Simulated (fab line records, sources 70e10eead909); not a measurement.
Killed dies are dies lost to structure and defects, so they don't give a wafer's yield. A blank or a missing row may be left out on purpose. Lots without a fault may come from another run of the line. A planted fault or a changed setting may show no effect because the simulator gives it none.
A struck lot beside a sound one | flow nand_harc | 15 steps out of a route of 1302
Sound: wafers L870.2, L870.4, L870.6. Struck: wafer L880.1. (L880.2, L880.5 of the same lot were not struck and are left out.) The cause comes at the end.
At each step with rows: each side's tool, then ch and its chambers, then its first start. Under that, the readings that differ: sound wafers | struck wafers | difference of the means | sigmas: that difference in standard deviations of wafers without a fault.
alike: readings whose means differ by less than 2 such deviations, and words and numbers that are the same on both sides. not compared: withheld readings, readings that some wafer has no value for, bounds like >300 that may hide the same value, and numbers for which the record gives no deviation and whose values overlap.
The two part at a step that has a row with sigmas, a row that says differs or no value, or rows on one side only. Numbers that don't overlap but have no deviation are shown without sigmas and don't part them. A reading that every wafer of one side lacks parts them only if that side has two wafers or more.

first, 7 steps without rows for these wafers: NHARC_A_CHANNEL_HOLE_D1_COAT_37 (time 65 s); NHARC_A_CHANNEL_HOLE_D1_COAT_04 (resist thk 90 nm); NHARC_A_CHANNEL_HOLE_D1_SOFTBAKE_05 (time 55 s); NHARC_A_CHANNEL_HOLE_D1_EBR_06; NHARC_A_CHANNEL_HOLE_D1_EXPOSE_07 (exposes mask HOLE D1, target cd 100 nm); NHARC_A_CHANNEL_HOLE_D1_PEB_08 (peb time 65 s); NHARC_A_CHANNEL_HOLE_D1_DEVELOP_09 (develop time 35 s).
NHARC_A_CHANNEL_HOLE_D1_CD_MEAS_10: target cd 100 nm.
  sound on cd_sem-03 ch 0, day 10 17:07; struck on cd_sem-03 ch 0, day 15 08:49
  alike: cd_nm
NHARC_A_CHANNEL_HOLE_D1_OVL_MEAS_11:
  sound on overlay-01, day 10 17:12; struck on overlay-01, day 15 08:55
  alike: overlay_x_nm, overlay_y_nm
NHARC_A_CHANNEL_HOLE_D1_INSPECT_12:
  sound on defect_inspect-02, day 10 17:14; struck on defect_inspect-01, day 15 08:56
  alike: raw_defect_count
NHARC_A_CHANNEL_HOLE_D1_DESCUM_15: chemistry O2, time 3 s.
  sound on rie_diel-06 ch 2,3, day 10 17:23; struck on rie_diel-05 ch 2, day 15 09:01
  alike: drypump_motor_current_A, oes_product_au, rf_vpp_V, showerhead_plenum_p_Torr, throttle_valve_pct
  not compared: rf_hours_counter_h
NHARC_A_CHANNEL_HOLE_D1_ETCH_38: etches the open film in CF4, target depth 39 nm, time 65 s.
  sound on rie_diel-06 ch 0,2,3, day 10 17:28; struck on rie_diel-05 ch 1, day 15 09:06
  alike: drypump_motor_current_A, oes_product_au, rf_vpp_V, showerhead_plenum_p_Torr, throttle_valve_pct
  not compared: rf_hours_counter_h
NHARC_A_CHANNEL_HOLE_D1_ETCH_39: etches the open film in N2/H2, target depth 260 nm, time 325 s.
  sound on rie_diel-06 ch 0,2, day 10 17:44; struck on rie_diel-05 ch 2, day 15 09:13
  reading               | sound             | struck | difference | sigmas
  oes_product_au (a.u.) | 1.001 0.995 0.999 | 1.303  | +0.305     | +43
  alike: drypump_motor_current_A, h2_flow_sccm, rf_vpp_V, showerhead_plenum_p_Torr, throttle_valve_pct
  not compared: rf_hours_counter_h
NHARC_A_CHANNEL_HOLE_D1_ETCH_34: etches the open film in CF4/CHF3, target depth 154 nm, time 77 s.
  sound on rie_diel-06 ch 0,1,2; struck on rie_diel-05 ch 2
  alike: drypump_motor_current_A, oes_product_au, rf_vpp_V, showerhead_plenum_p_Torr, throttle_valve_pct
  not compared: rf_hours_counter_h
NHARC_END_SORT_01:
  the record has rows for the sound wafers here (prober-01 ch 0, day 26 06:01) and none for the struck ones

WHERE THEY PART
First at NHARC_A_CHANNEL_HOLE_D1_ETCH_39; last, within this record, at NHARC_END_SORT_01.

WHY: what the simulator had put in
Process parameter drift: rie_diel-05, from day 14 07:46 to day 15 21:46, at NHARC_A_CHANNEL_HOLE_D1_ETCH_39. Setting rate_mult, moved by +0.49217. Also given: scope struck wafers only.
